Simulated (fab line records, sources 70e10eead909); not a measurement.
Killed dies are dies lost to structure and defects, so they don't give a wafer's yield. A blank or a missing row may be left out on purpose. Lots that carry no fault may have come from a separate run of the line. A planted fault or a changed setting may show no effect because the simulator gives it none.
fab line records | flow nandHarc | part 1 of 2: steps 1 to 21 of 31
record: lots: 5 | wafers: 15 | lastDay: 22
route steps=1159 shown P_BONDPAD@354
lots that met no fault: taken from a fault-free run of the same line
startH: hours from the record's opening day to when the first of the lot's shown wafers began | waitH: time in hours since the lot's previous step | " same as the row above | L1.1+2: several wafers, shown together as one row | - no value, or no start was given | * or withheld: withheld | < > ~ a bound
route shown NAME@n: a module of which the file shows steps, and the number in the route of the first | usual: the fault-free wafers' mean and standard deviation | same: alike in all rows | chamber/n: place in a boat | sites: readings site by site | _std_site: how widely they spread, as a standard deviation | _edge_site: mean of outer sites minus mean of inner sites | radiusMm: how far each site lies from the wafer's centre | mask NAME#n: copy n | behind: the last tool/chamber to shape the wafer | hold: why the lot was held/for how many hours/how that ended | device: the n, p or np transistor that did not switch | end of line: at the end of the route, the tests of the same wafers | for a step that has no rows: nothing shown but its recipe | killed: dies that structure and defects cost at the first sort, which is not the same as the wafer's yield | map: a wafer's dies, marking killed ones x, the rest . and places with no die _
set.NAME: the setting as run; set.NAME@STEP: as run at that earlier step | model.NAME: the simulator's own value behind a step, which no gauge read
lots at some steps of the route; a table a step, a row a wafer
services: from which hour (startH, from the record's first day; less than 0 if before it) a tool's chamber was out of use, for how many hours, and why
== steps ==
step: NHARC_P_BONDPAD_SRD_34
lot.wafer  | tool        | chamber | startH | waitH
L074.6+1+2 | wetBench-08 | 3,4,6   | 134.01 | 0.0
L076.5+1+4 | wetBench-10 | 7,2,3   | 140.23 | 0.0
L084.5+2+6 | wetBench-10 | 0,2,3   | 184.69 | 0.0
L086.6+1+4 | wetBench-10 | 0,4,5   | 205.72 | 0.0
L090.6+3+2 | wetBench-10 | 2,5,6   | 227.96 | 0.0
step: NHARC_P_BONDPAD_DEHYDRATE_01
recipe: tempC: 150 | timeS: 120
usual: chillPlateTempC: 22.97/0.11 | plateTempC: 150.01/0.15
lot.wafer | tool          | chamber | startH | waitH | chillPlateTempC | plateTempC
L074.1    | lithoTrack-02 | 0       | 134.09 | 0.1   | 23.03           | 150.07
L074.2    | "             | 0       | "      | "     | 23.03           | 150.01
L074.6    | "             | 0       | "      | "     | 22.96           | 150.00
L076.1    | lithoTrack-02 | 0       | 140.31 | 0.1   | 23.11           | 149.97
L076.4    | "             | 0       | "      | "     | 22.97           | 149.73
L076.5    | "             | 0       | "      | "     | 22.99           | 149.79
L084.2    | lithoTrack-07 | 0       | 184.78 | 0.1   | 22.98           | 149.94
L084.5    | "             | 0       | "      | "     | 22.98           | 149.92
L084.6    | "             | 0       | "      | "     | 23.03           | 150.07
L086.1    | lithoTrack-05 | 0       | 205.80 | 0.1   | 23.14           | 149.94
L086.4    | "             | 0       | "      | "     | 22.97           | 150.03
L086.6    | "             | 0       | "      | "     | 22.91           | 150.03
L090.2    | lithoTrack-07 | 0       | 228.04 | 0.1   | 23.11           | 150.00
L090.3    | "             | 0       | "      | "     | 22.93           | 149.97
L090.6    | "             | 0       | "      | "     | 23.07           | 149.95
step: NHARC_P_BONDPAD_HMDS_02
recipe: timeS: 30
usual: chillPlateTempC: 23.00/0.11
lot.wafer | tool          | chamber | startH | waitH | chillPlateTempC
L074.1    | lithoTrack-02 | 0       | -      | -     | 23.16
L074.2    | "             | 0       | "      | "     | 23.15
L074.6    | "             | 0       | "      | "     | 23.13
L076.1    | lithoTrack-02 | 0       | -      | -     | 22.91
L076.4    | "             | 0       | "      | "     | 22.98
L076.5    | "             | 0       | "      | "     | 22.91
L084.2    | lithoTrack-07 | 0       | -      | -     | 22.87
L084.5    | "             | 0       | "      | "     | 22.90
L084.6    | "             | 0       | "      | "     | 23.01
L086.1    | lithoTrack-05 | 0       | -      | -     | 22.87
L086.4    | "             | 0       | "      | "     | 22.77
L086.6    | "             | 0       | "      | "     | 23.04
L090.2    | lithoTrack-07 | 0       | -      | -     | 22.96
L090.3    | "             | 0       | "      | "     | 23.06
L090.6    | "             | 0       | "      | "     | 23.13
step: NHARC_P_BONDPAD_COAT_36
recipe: tempC: 200 | timeS: 65
usual: chillPlateTempC: 23.01/0.13 | plateTempC: 200.04/0.14
lot.wafer | tool          | chamber | startH | waitH | chillPlateTempC | plateTempC
L074.1    | lithoTrack-02 | 0       | -      | -     | 23.20           | 200.04
L074.2    | "             | 0       | "      | "     | 23.31           | 200.12
L074.6    | "             | 0       | "      | "     | 23.26           | 200.22
L076.1    | lithoTrack-02 | 0       | -      | -     | 22.98           | 200.05
L076.4    | "             | 0       | "      | "     | 23.00           | 199.86
L076.5    | "             | 0       | "      | "     | 22.96           | 199.98
L084.2    | lithoTrack-07 | 0       | -      | -     | 23.12           | 200.07
L084.5    | "             | 0       | "      | "     | 23.00           | 200.09
L084.6    | "             | 0       | "      | "     | 23.18           | 199.90
L086.1    | lithoTrack-05 | 0       | -      | -     | 23.00           | 200.21
L086.4    | "             | 0       | "      | "     | 23.12           | 200.04
L086.6    | "             | 0       | "      | "     | 22.86           | 199.86
L090.2    | lithoTrack-07 | 0       | -      | -     | 22.90           | 199.85
L090.3    | "             | 0       | "      | "     | 22.97           | 200.25
L090.6    | "             | 0       | "      | "     | 22.67           | 199.97
step: NHARC_P_BONDPAD_COAT_03
recipe: spinRpm: 2000 | resistThkNm: 600
usual: chillPlateTempC: 22.97/0.11 | spinSpeedRpm: 2000.0/1.4
lot.wafer | tool          | chamber | startH | waitH | chillPlateTempC | spinSpeedRpm
L074.1    | lithoTrack-02 | 0       | -      | -     | 23.16           | 1999.8
L074.2    | "             | 0       | "      | "     | 22.92           | 1997.8
L074.6    | "             | 0       | "      | "     | 23.02           | 1997.7
L076.1    | lithoTrack-02 | 0       | -      | -     | 23.00           | 1998.9
L076.4    | "             | 0       | "      | "     | 22.99           | 2000.1
L076.5    | "             | 0       | "      | "     | 23.05           | 1999.3
L084.2    | lithoTrack-07 | 0       | -      | -     | 22.91           | 2000.1
L084.5    | "             | 0       | "      | "     | 22.91           | 2004.0
L084.6    | "             | 0       | "      | "     | 23.02           | 2000.3
L086.1    | lithoTrack-05 | 0       | -      | -     | 23.09           | 1999.8
L086.4    | "             | 0       | "      | "     | 23.05           | 2000.7
L086.6    | "             | 0       | "      | "     | 23.07           | 1999.5
L090.2    | lithoTrack-07 | 0       | -      | -     | 22.86           | 1998.4
L090.3    | "             | 0       | "      | "     | 22.99           | 1999.8
L090.6    | "             | 0       | "      | "     | 22.99           | 2000.4
step: NHARC_P_BONDPAD_SOFTBAKE_04
recipe: tempC: 125 | timeS: 70
usual: chillPlateTempC: 23.02/0.1 | plateTempC: 125.00/0.13
lot.wafer | tool          | chamber | startH | waitH | chillPlateTempC | plateTempC
L074.1    | lithoTrack-02 | 0       | -      | -     | 22.94           | 125.09
L074.2    | "             | 0       | "      | "     | 22.98           | 124.97
L074.6    | "             | 0       | "      | "     | 23.14           | 125.06
L076.1    | lithoTrack-02 | 0       | -      | -     | 23.04           | 124.86
L076.4    | "             | 0       | "      | "     | 22.92           | 124.72
L076.5    | "             | 0       | "      | "     | 22.88           | 124.88
L084.2    | lithoTrack-07 | 0       | -      | -     | 23.22           | 125.16
L084.5    | "             | 0       | "      | "     | 23.09           | 125.24
L084.6    | "             | 0       | "      | "     | 23.16           | 125.07
L086.1    | lithoTrack-05 | 0       | -      | -     | 22.99           | 125.19
L086.4    | "             | 0       | "      | "     | 23.08           | 125.03
L086.6    | "             | 0       | "      | "     | 23.01           | 125.14
L090.2    | lithoTrack-07 | 0       | -      | -     | 23.06           | 125.03
L090.3    | "             | 0       | "      | "     | 22.99           | 124.88
L090.6    | "             | 0       | "      | "     | 23.04           | 124.87
step: NHARC_P_BONDPAD_EBR_05
usual: chillPlateTempC: 22.97/0.099
lot.wafer | tool          | chamber | startH | waitH | chillPlateTempC
L074.1    | lithoTrack-02 | 0       | -      | -     | 22.84
L074.2    | "             | 0       | "      | "     | 22.95
L074.6    | "             | 0       | "      | "     | 22.86
L076.1    | lithoTrack-02 | 0       | -      | -     | 22.95
L076.4    | "             | 0       | "      | "     | 22.95
L076.5    | "             | 0       | "      | "     | 23.02
L084.2    | lithoTrack-07 | 0       | -      | -     | 22.91
L084.5    | "             | 0       | "      | "     | 23.04
L084.6    | "             | 0       | "      | "     | 23.08
L086.1    | lithoTrack-05 | 0       | -      | -     | 22.88
L086.4    | "             | 0       | "      | "     | 22.90
L086.6    | "             | 0       | "      | "     | 23.02
L090.2    | lithoTrack-07 | 0       | -      | -     | 23.17
L090.3    | "             | 0       | "      | "     | 22.98
L090.6    | "             | 0       | "      | "     | 23.15
step: NHARC_P_BONDPAD_EXPOSE_06
recipe: na: 0.55 | doseMj: 37.06 | maskId: P_BPAD
lot.wafer  | tool          | chamber | startH | waitH | mask
L074.1+2+6 | krfScanner-01 | 0       | 134.38 | -     | P_BPAD#0
L076.1+4+5 | krfScanner-03 | 0       | 140.60 | -     | P_BPAD#0
L084.2+5+6 | krfScanner-04 | 0       | 185.08 | -     | P_BPAD#0
L086.1+4+6 | krfScanner-03 | 0       | 205.96 | -     | P_BPAD#0
L090.2+3+6 | krfScanner-04 | 0       | 228.33 | -     | P_BPAD#0
step: NHARC_P_BONDPAD_PEB_07
recipe: pebTempC: 128 | pebTimeS: 80
usual: chillPlateTempC: 23.02/0.12 | plateTempC: 128.01/0.15
lot.wafer | tool          | chamber | startH | waitH | chillPlateTempC | plateTempC
L074.1    | lithoTrack-05 | 0       | 134.45 | 0.1   | 23.08           | 128.14
L074.2    | "             | 0       | "      | "     | 23.06           | 128.08
L074.6    | "             | 0       | "      | "     | 23.12           | 127.96
L076.1    | lithoTrack-05 | 0       | 140.66 | 0.1   | 22.97           | 128.06
L076.4    | "             | 0       | "      | "     | 22.91           | 128.00
L076.5    | "             | 0       | "      | "     | 23.05           | 127.80
L084.2    | lithoTrack-07 | 0       | 185.15 | 0.1   | 23.10           | 127.74
L084.5    | "             | 0       | "      | "     | 22.93           | 128.01
L084.6    | "             | 0       | "      | "     | 23.01           | 127.96
L086.1    | lithoTrack-02 | 0       | 206.03 | 0.1   | 23.17           | 128.15
L086.4    | "             | 0       | "      | "     | 23.01           | 128.11
L086.6    | "             | 0       | "      | "     | 23.19           | 128.02
L090.2    | lithoTrack-05 | 0       | 228.39 | 0.1   | 22.94           | 128.24
L090.3    | "             | 0       | "      | "     | 23.20           | 128.27
L090.6    | "             | 0       | "      | "     | 22.97           | 128.20
step: NHARC_P_BONDPAD_DEVELOP_08
recipe: timeS: 50 | devTempC: 22
usual: chillPlateTempC: 23.00/0.1
lot.wafer | tool          | chamber | startH | waitH | chillPlateTempC
L074.1    | lithoTrack-05 | 0       | -      | -     | 22.91
L074.2    | "             | 0       | "      | "     | 22.87
L074.6    | "             | 0       | "      | "     | 22.88
L076.1    | lithoTrack-05 | 0       | -      | -     | 23.18
L076.4    | "             | 0       | "      | "     | 23.22
L076.5    | "             | 0       | "      | "     | 23.17
L084.2    | lithoTrack-07 | 0       | -      | -     | 23.12
L084.5    | "             | 0       | "      | "     | 22.92
L084.6    | "             | 0       | "      | "     | 22.99
L086.1    | lithoTrack-02 | 0       | -      | -     | 23.04
L086.4    | "             | 0       | "      | "     | 23.08
L086.6    | "             | 0       | "      | "     | 22.91
L090.2    | lithoTrack-05 | 0       | -      | -     | 23.13
L090.3    | "             | 0       | "      | "     | 22.91
L090.6    | "             | 0       | "      | "     | 23.04
step: NHARC_P_BONDPAD_CD_MEAS_09
recipe: targetCdNm: 500 | landingEnergyEv: 500
usual: cdNm: 500.9/2.3
lot.wafer | tool     | chamber | startH | waitH | cdNm
L074.1    | cdSem-01 | 0       | 134.54 | -     | 497.7
L074.2    | "        | 0       | "      | "     | 501.8
L074.6    | "        | 0       | "      | "     | 501.5
L076.1    | cdSem-02 | 0       | 140.75 | -     | 498.7
L076.4    | "        | 0       | "      | "     | 504.2
L076.5    | "        | 0       | "      | "     | 499.4
L084.2    | cdSem-03 | 0       | 185.25 | -     | 499.6
L084.5    | "        | 0       | "      | "     | 499.1
L084.6    | "        | 0       | "      | "     | 498.2
L086.1    | cdSem-03 | 0       | 206.11 | -     | 498.9
L086.4    | "        | 0       | "      | "     | 501.2
L086.6    | "        | 0       | "      | "     | 502.6
L090.2    | cdSem-03 | 0       | 228.48 | -     | 503.9
L090.3    | "        | 0       | "      | "     | 500.4
L090.6    | "        | 0       | "      | "     | 502.6
step: NHARC_P_BONDPAD_OVL_MEAS_38
usual: overlayXNm: 0/6.7 | overlayYNm: 2/6.5
lot.wafer | tool       | chamber | startH | waitH | overlayXNm | overlayYNm
L074.1    | overlay-01 | -       | 134.63 | -     | -13        | -5
L074.2    | "          | -       | "      | "     | -12        | -5
L074.6    | "          | -       | "      | "     | -13        | -6
L076.1    | overlay-02 | -       | 140.84 | -     | 2          | -5
L076.4    | "          | -       | "      | "     | 1          | -5
L076.5    | "          | -       | "      | "     | 2          | -5
L084.2    | overlay-02 | -       | 185.33 | -     | 1          | 11
L084.5    | "          | -       | "      | "     | 1          | 11
L084.6    | "          | -       | "      | "     | 1          | 11
L086.1    | overlay-01 | -       | 206.20 | -     | 1          | -7
L086.4    | "          | -       | "      | "     | 1          | -6
L086.6    | "          | -       | "      | "     | 1          | -6
L090.2    | overlay-01 | -       | 228.58 | -     | 0          | 5
L090.3    | "          | -       | "      | "     | -1         | 5
L090.6    | "          | -       | "      | "     | -1         | 5
step: NHARC_P_BONDPAD_HARDBAKE_10
recipe: tempC: 118 | timeS: 65
usual: chillPlateTempC: 23.02/0.11 | plateTempC: 117.99/0.14
lot.wafer | tool          | chamber | startH | waitH | chillPlateTempC | plateTempC
L074.1    | lithoTrack-02 | 0       | 134.68 | 0.0   | 23.02           | 117.93
L074.2    | "             | 0       | "      | "     | 22.92           | 117.85
L074.6    | "             | 0       | "      | "     | 22.90           | 117.94
L076.1    | lithoTrack-05 | 0       | 140.88 | 0.0   | 22.81           | 118.01
L076.4    | "             | 0       | "      | "     | 23.06           | 118.03
L076.5    | "             | 0       | "      | "     | 22.83           | 118.11
L084.2    | lithoTrack-07 | 0       | 185.38 | 0.0   | 23.06           | 118.22
L084.5    | "             | 0       | "      | "     | 23.07           | 117.93
L084.6    | "             | 0       | "      | "     | 23.13           | 118.18
L086.1    | lithoTrack-02 | 0       | 206.25 | 0.0   | 23.06           | 118.10
L086.4    | "             | 0       | "      | "     | 23.03           | 117.98
L086.6    | "             | 0       | "      | "     | 23.08           | 118.10
L090.2    | lithoTrack-07 | 0       | 228.63 | 0.0   | 23.00           | 118.17
L090.3    | "             | 0       | "      | "     | 22.78           | 117.97
L090.6    | "             | 0       | "      | "     | 22.81           | 118.06
step: NHARC_P_BONDPAD_DESCUM_11
recipe: timeS: 3 | o2FlowSccm: 200 | arFlowSccm: 0 | biasPowerW: 0 | chemistry: O2
usual: drypumpMotorCurrentA: 5.6/0.39 | oesProductAu: 0.997/0.0099 | rfVppV: 57.6/0.92 | showerheadPlenumPTorr: 1.87/0.091 | throttleValvePct: 11.312/0.0099
lot.wafer | tool       | chamber | startH | waitH | drypumpMotorCurrentA | oesProductAu | rfHoursCounterH | rfVppV | showerheadPlenumPTorr | throttleValvePct
L074.2    | rieDiel-12 | 3       | 134.76 | -     | 5.0                  | 1.004        | 8               | 57.9   | 1.84                  | 11.312
L074.1    | "          | 0       | "      | "     | 5.7                  | 0.981        | 9               | 58.3   | 1.80                  | 11.320
L074.6    | "          | 3       | "      | "     | 5.0                  | 0.989        | -               | 57.7   | 1.84                  | 11.302
L076.1    | rieDiel-12 | 1       | 140.96 | -     | 5.2                  | 0.982        | 10              | 58.8   | 1.85                  | 11.308
L076.5    | "          | 1       | "      | "     | 5.2                  | 0.992        | -               | 57.3   | 1.85                  | 11.317
L076.4    | "          | 3       | "      | "     | 5.0                  | 0.988        | -               | 58.4   | 1.84                  | 11.318
L084.2    | rieDiel-12 | 1       | 185.47 | -     | 5.2                  | 0.996        | 13              | 59.4   | 1.85                  | 11.313
L084.5    | "          | 1       | "      | "     | 5.1                  | 0.988        | -               | 57.0   | 1.85                  | 11.312
L084.6    | "          | 2       | "      | "     | 6.2                  | 0.995        | -               | 57.9   | 2.02                  | 11.310
L086.1    | rieDiel-05 | 3       | 206.34 | -     | 5.8                  | 1.006        | 13              | 59.1   | 2.07                  | 11.316
L086.6    | "          | 3       | "      | "     | 5.8                  | 0.999        | -               | 58.2   | 2.07                  | 11.318
L086.4    | "          | 0       | "      | "     | 5.7                  | 1.004        | -               | 56.9   | 1.80                  | 11.308
L090.3    | rieDiel-12 | 2       | 228.71 | -     | 6.1                  | 0.994        | 4               | 56.8   | 2.02                  | 11.299
L090.2    | "          | 3       | "      | "     | 5.0                  | 0.987        | 4               | 56.7   | 1.84                  | 11.315
L090.6    | "          | 1       | "      | "     | 5.1                  | 1.009        | -               | 57.2   | 1.85                  | 11.301
step: NHARC_P_BONDPAD_ETCH_37
recipe: targetDepthA: 600 | overetchA: 180 | timeS: 65.91 | ionEnergyEv: 200 | n2FlowSccm: 150 | h2FlowSccm: 150 | arFlowSccm: 0 | rfW: 400 | biasW: 150 | chemistry: N2/H2
usual: drypumpMotorCurrentA: 5.6/0.4 | n2FlowSccm: 150.0/0.49 | oesProductAu: 0.996/0.0091 | rfVppV: 429.2/2.7 | showerheadPlenumPTorr: 1.99/0.098 | throttleValvePct: 14.172/0.0091
lot.wafer | tool       | chamber | startH | waitH | drypumpMotorCurrentA | n2FlowSccm | oesProductAu | rfHoursCounterH | rfVppV | showerheadPlenumPTorr | throttleValvePct
L074.2    | rieDiel-12 | 0       | 134.86 | 0.1   | 5.7                  | 149.4      | 0.981        | 9               | 426.2  | 1.92                  | 14.176
L074.1    | "          | 1       | "      | "     | 5.2                  | 149.8      | 0.992        | 9               | 427.7  | 1.97                  | 14.170
L074.6    | "          | 3       | "      | "     | 5.0                  | 150.4      | 1.000        | -               | 428.8  | 1.96                  | 14.188
L076.1    | rieDiel-12 | 0       | 141.08 | 0.1   | 5.7                  | 150.7      | 0.992        | 10              | 427.7  | 1.92                  | 14.176
L076.5    | "          | 1       | "      | "     | 5.1                  | 149.0      | 0.992        | -               | 428.1  | 1.97                  | 14.158
L076.4    | "          | 0       | "      | "     | 5.7                  | 150.5      | 0.986        | -               | 427.5  | 1.91                  | 14.172
L084.2    | rieDiel-12 | 1       | 185.57 | 0.1   | 5.1                  | 150.3      | 0.989        | 13              | 428.1  | 1.97                  | 14.186
L084.6    | "          | 0       | "      | "     | 5.7                  | 149.3      | 0.979        | -               | 427.0  | 1.91                  | 14.181
L084.5    | "          | 1       | "      | "     | 5.2                  | 149.9      | 0.997        | -               | 428.3  | 1.97                  | 14.172
L086.1    | rieDiel-05 | 1       | 206.44 | 0.1   | 5.7                  | 150.4      | 0.991        | 15              | 427.3  | 1.94                  | 14.167
L086.6    | "          | 0       | "      | "     | 5.7                  | 149.4      | 0.997        | -               | 427.7  | 1.92                  | 14.171
L086.4    | "          | 3       | "      | "     | 5.8                  | 149.6      | 1.002        | -               | 435.1  | 2.21                  | 14.191
L090.2    | rieDiel-12 | 0       | 228.80 | 0.1   | 5.7                  | 149.5      | 0.999        | 4               | 427.0  | 1.91                  | 14.173
L090.3    | "          | 1       | "      | "     | 5.2                  | 150.7      | 0.993        | 4               | 428.2  | 1.97                  | 14.178
L090.6    | "          | 2       | "      | "     | 6.2                  | 149.0      | 0.987        | -               | 432.7  | 2.16                  | 14.172
step: NHARC_P_BONDPAD_ETCH_12
recipe: targetDepthA: 2000 | timeS: 100 | chf3FlowSccm: 50 | o2FlowSccm: 10 | arFlowSccm: 200 | rfW: 500 | biasW: 200 | chemistry: CHF3/O2
usual: chf3FlowSccm: 49.99/0.16 | drypumpMotorCurrentA: 5.6/0.4 | oesProductAu: 0.938/0.021 | rfVppV: 369.6/2.5 | showerheadPlenumPTorr: 2.36/0.11 | throttleValvePct: 20.572/0.0091
lot.wafer | tool       | chamber | startH | waitH | chf3FlowSccm | drypumpMotorCurrentA | oesProductAu | rfHoursCounterH | rfVppV | showerheadPlenumPTorr | throttleValvePct
L074.1    | rieDiel-12 | 0       | -      | -     | 49.90        | 5.7                  | 0.909        | 9               | 368.7  | 2.27                  | 20.572
L074.2    | "          | 3       | "      | "     | 50.22        | 5.0                  | 0.919        | 8               | 369.1  | 2.32                  | 20.556
L074.6    | "          | 3       | "      | "     | 49.86        | 5.0                  | 0.929        | -               | 370.7  | 2.32                  | 20.569
L076.1    | rieDiel-12 | 3       | -      | -     | 50.09        | 5.0                  | 0.928        | 9               | 368.5  | 2.32                  | 20.576
L076.5    | "          | 0       | "      | "     | 49.94        | 5.7                  | 0.922        | -               | 367.6  | 2.27                  | 20.591
L076.4    | "          | 1       | "      | "     | 50.22        | 5.1                  | 0.916        | -               | 368.8  | 2.32                  | 20.557
L084.2    | rieDiel-12 | 2       | -      | -     | 49.96        | 6.2                  | 0.925        | 10              | 374.4  | 2.53                  | 20.585
L084.5    | "          | 2       | "      | "     | 49.87        | 6.1                  | 0.927        | -               | 372.4  | 2.53                  | 20.574
L084.6    | "          | 0       | "      | "     | 50.04        | 5.7                  | 0.920        | -               | 367.9  | 2.26                  | 20.576
L086.1    | rieDiel-05 | 0       | -      | -     | 50.15        | 5.7                  | 0.932        | 14              | 367.9  | 2.27                  | 20.566
L086.4    | "          | 3       | "      | "     | 50.01        | 5.8                  | 0.952        | -               | 375.4  | 2.59                  | 20.559
L086.6    | "          | 1       | "      | "     | 49.71        | 5.7                  | 0.926        | -               | 367.7  | 2.30                  | 20.582
L090.3    | rieDiel-12 | 2       | -      | -     | 49.88        | 6.2                  | 0.948        | 4               | 373.6  | 2.53                  | 20.578
L090.2    | "          | 0       | "      | "     | 49.93        | 5.7                  | 0.969        | 4               | 366.5  | 2.26                  | 20.565
L090.6    | "          | 2       | "      | "     | 49.80        | 6.2                  | 0.949        | -               | 374.2  | 2.53                  | 20.586
step: NHARC_P_BONDPAD_CD_MEAS_13
usual: cdNm: 500.4/2.4
lot.wafer | tool     | chamber | startH | waitH | cdNm
L074.1    | cdSem-03 | -       | 135.11 | -     | 497.1
L074.2    | "        | -       | "      | "     | 499.3
L074.6    | "        | -       | "      | "     | 499.8
L076.1    | cdSem-01 | -       | 141.32 | -     | 498.0
L076.4    | "        | -       | "      | "     | 502.5
L076.5    | "        | -       | "      | "     | 498.7
L084.2    | cdSem-02 | -       | 185.83 | -     | 499.2
L084.5    | "        | -       | "      | "     | 498.5
L084.6    | "        | -       | "      | "     | 497.1
L086.1    | cdSem-02 | -       | 206.75 | -     | 497.7
L086.4    | "        | -       | "      | "     | 500.6
L086.6    | "        | -       | "      | "     | 502.1
L090.2    | cdSem-01 | -       | 229.02 | -     | 502.3
L090.3    | "        | -       | "      | "     | 499.1
L090.6    | "        | -       | "      | "     | 502.2
step: NHARC_P_BONDPAD_STRIP_15
recipe: o2FlowSccm: 500 | arFlowSccm: 0 | biasW: 0 | chemistry: O2
usual: drypumpMotorCurrentA: 5.6/0.37 | oesProductAu: 0.996/0.011 | rfVppV: 57.6/0.85 | showerheadPlenumPTorr: 3.46/0.15 | throttleValvePct: 17.037/0.0092
lot.wafer | tool       | chamber | startH | waitH | drypumpMotorCurrentA | oesProductAu | rfHoursCounterH | rfVppV | showerheadPlenumPTorr | throttleValvePct
L074.2    | rieDiel-05 | 2       | 135.23 | 0.1   | 5.3                  | 0.983        | 52              | 56.8   | 3.53                  | 17.026
L074.1    | "          | 3       | "      | "     | 5.8                  | 1.005        | 52              | 56.9   | 3.29                  | 17.042
L074.6    | "          | 1       | "      | "     | 5.7                  | 0.969        | -               | 57.9   | 3.39                  | 17.023
L076.1    | rieDiel-12 | 3       | 141.44 | 0.1   | 5.0                  | 0.991        | 9               | 56.3   | 3.40                  | 17.026
L076.4    | "          | 1       | "      | "     | 5.1                  | 0.984        | -               | 57.9   | 3.42                  | 17.035
L076.5    | "          | 3       | "      | "     | 5.0                  | 0.989        | -               | 57.2   | 3.40                  | 17.039
L084.2    | rieDiel-05 | 1       | 185.94 | 0.1   | 5.7                  | 0.990        | 6               | 57.0   | 3.38                  | 17.046
L084.5    | "          | 3       | "      | "     | 5.8                  | 0.999        | -               | 59.4   | 3.81                  | 17.028
L084.6    | "          | 0       | "      | "     | 5.7                  | 1.010        | -               | 56.5   | 3.35                  | 17.036
L086.1    | rieDiel-05 | 0       | 206.87 | 0.1   | 5.7                  | 1.002        | 14              | 57.7   | 3.34                  | 17.035
L086.6    | "          | 3       | "      | "     | 5.8                  | 0.998        | -               | 58.3   | 3.80                  | 17.044
L086.4    | "          | 0       | "      | "     | 5.7                  | 0.994        | -               | 56.6   | 3.34                  | 17.032
L090.3    | rieDiel-12 | 0       | 229.12 | 0.1   | 5.7                  | 1.000        | 4               | 58.6   | 3.33                  | 17.037
L090.2    | "          | 1       | "      | "     | 5.2                  | 1.006        | 4               | 56.9   | 3.41                  | 17.027
L090.6    | "          | 2       | "      | "     | 6.2                  | 0.991        | -               | 56.6   | 3.72                  | 17.037
step: NHARC_P_BONDPAD_ETCH_24
recipe: targetDepthA: 300 | overEtchFrac: 0.3 | timeS: 72.99 | ionEnergyEv: 150 | cf4FlowSccm: 50 | n2FlowSccm: 100 | arFlowSccm: 150 | rfW: 300 | biasW: 100 | chemistry: CF4/N2
usual: drypumpMotorCurrentA: 5.5/0.37 | n2FlowSccm: 100.0/0.31 | oesProductAu: 0.997/0.011 | rfVppV: 313.1/2 | showerheadPlenumPTorr: 2.57/0.11 | throttleValvePct: 19.794/0.0089
lot.wafer | tool       | chamber | startH | waitH | drypumpMotorCurrentA | n2FlowSccm | oesProductAu | rfHoursCounterH | rfVppV | showerheadPlenumPTorr | throttleValvePct
L074.2    | rieDiel-05 | 2       | -      | -     | 5.3                  | 99.8       | 0.989        | 52              | 314.5  | 2.63                  | 19.795
L074.1    | "          | 0       | "      | "     | 5.7                  | 100.0      | 0.991        | 50              | 312.1  | 2.49                  | 19.797
L074.6    | "          | 1       | "      | "     | 5.7                  | 99.9       | 0.979        | -               | 313.1  | 2.52                  | 19.786
L076.1    | rieDiel-12 | 0       | 141.58 | 0.1   | 5.7                  | 100.0      | 0.983        | 10              | 312.5  | 2.48                  | 19.789
L076.4    | "          | 3       | "      | "     | 5.0                  | 100.4      | 1.002        | -               | 314.1  | 2.53                  | 19.795
L076.5    | "          | 0       | "      | "     | 5.7                  | 99.8       | 0.990        | -               | 310.1  | 2.48                  | 19.796
L084.2    | rieDiel-05 | 0       | -      | -     | 5.7                  | 100.4      | 0.998        | 6               | 312.7  | 2.49                  | 19.789
L084.5    | "          | 1       | "      | "     | 5.8                  | 100.3      | 0.990        | -               | 312.2  | 2.51                  | 19.791
L084.6    | "          | 2       | "      | "     | 5.3                  | 99.9       | 0.986        | -               | 314.7  | 2.62                  | 19.791
L086.1    | rieDiel-05 | 3       | 207.07 | 0.2   | 5.8                  | 100.5      | 1.008        | 13              | 318.0  | 2.83                  | 19.780
L086.4    | "          | 3       | "      | "     | 5.8                  | 100.2      | 1.008        | -               | 317.6  | 2.83                  | 19.788
L086.6    | "          | 0       | "      | "     | 5.7                  | 99.7       | 1.003        | -               | 311.4  | 2.49                  | 19.803
L090.2    | rieDiel-12 | 0       | -      | -     | 5.7                  | 99.9       | 0.995        | 4               | 312.5  | 2.47                  | 19.797
L090.3    | "          | 1       | "      | "     | 5.1                  | 99.3       | 1.002        | 4               | 311.9  | 2.54                  | 19.777
L090.6    | "          | 1       | "      | "     | 5.1                  | 99.9       | 1.005        | -               | 310.9  | 2.54                  | 19.788
step: NHARC_P_BONDPAD_STRIP_16
recipe: timeS: 600 | tempC: 30 | chemistry: postEtchResidueRemover
lot.wafer  | tool        | chamber | startH | waitH
L074.6+1+2 | wetBench-10 | 7,0,3   | 135.49 | -
L076.1+4+5 | wetBench-10 | 2,5,7   | 141.72 | -
L084.2+6+5 | wetBench-10 | 6,0,2   | 186.20 | -
L086.6+1+4 | wetBench-08 | 5,6,7   | 207.21 | -
L090.2+6+3 | wetBench-10 | 3,4,5   | 229.40 | -
step: NHARC_P_BONDPAD_DEGAS_25
recipe: tempC: 300 | timeS: 60
usual: heaterPowerW: 488/53
lot.wafer | tool          | chamber | startH | waitH | heaterPowerW
L074.1    | pvdSputter-03 | -       | 135.75 | -     | 543
L074.2    | "             | -       | "      | "     | 421
L074.6    | "             | -       | "      | "     | 460
L076.4    | pvdSputter-01 | -       | 141.99 | -     | 426
L076.1    | "             | -       | "      | "     | 447
L076.5    | "             | -       | "      | "     | 414
L084.2    | pvdSputter-03 | -       | 186.48 | -     | 411
L084.6    | "             | -       | "      | "     | 536
L084.5    | "             | -       | "      | "     | 540
L086.1    | pvdSputter-02 | -       | 207.49 | -     | 449
L086.4    | "             | -       | "      | "     | 477
L086.6    | "             | -       | "      | "     | 607
L090.3    | pvdSputter-02 | -       | 229.66 | -     | 561
L090.2    | "             | -       | "      | "     | 431
L090.6    | "             | -       | "      | "     | 479
